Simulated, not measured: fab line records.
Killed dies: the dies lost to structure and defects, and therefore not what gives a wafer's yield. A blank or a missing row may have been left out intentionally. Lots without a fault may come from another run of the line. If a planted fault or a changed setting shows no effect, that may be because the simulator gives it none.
Matching of chambers    flow n5Finfet    N5_FIN_SAQP_HM_DEP_72 on pecvd-02: 3 sister chambers
The step deposits SiO2 from SiH4/N2O, target thk 12 nm, time 7.2 s. 3 wafers are shown with their chamber, then 12 later ones without.

== WAFERS WITH THEIR CHAMBER ==
wafer   chamber  showerheadPlenumPTorr (Torr)
L091.4  2        7.98
L093.4  0        7.95
L093.6  1        8.32

== WAFERS WITH NO CHAMBER GIVEN ==
wafer   showerheadPlenumPTorr (Torr)
L095.1  8.31
L095.2  7.99
L095.3  7.92
L095.4  7.98
L095.5  7.93
L095.6  8.34
L096.1  8.33
L096.2  7.98
L096.3  7.94
L096.4  7.96
L096.5  8.33
L096.6  7.99

== WHICH CHAMBER EACH ONE RAN IN ==
wafer   from the rows above      in truth
L095.1  1                        1
L095.2  2                        2
L095.3  0                        0
L095.4  2                        2
L095.5  0                        0
L095.6  1                        1
L096.1  1                        1
L096.2  2                        2
L096.3  0                        0
L096.4  can't be placed: 0 or 2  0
L096.5  1                        1
L096.6  2                        2
Placed correctly: 11 of 12. From these rows, 1 cannot be placed; in 1 the true chamber is one of the candidates. Wrongly placed: 0.
How it was worked out, from the rows above alone: a wafer's distance from a chamber is the root of the sum, over the readings, of the square of ((its reading less the chamber's mean) divided by the reading's scatter). The wafer belongs to the nearest chamber; if the next one is less than 2 further off, it can't be placed. For every chamber, the mean is computed from those of its wafers that are shown. The scatter (one wafer shown for each chamber): square how far every hidden wafer sits from the nearest shown wafer, average those squares and take the square root.
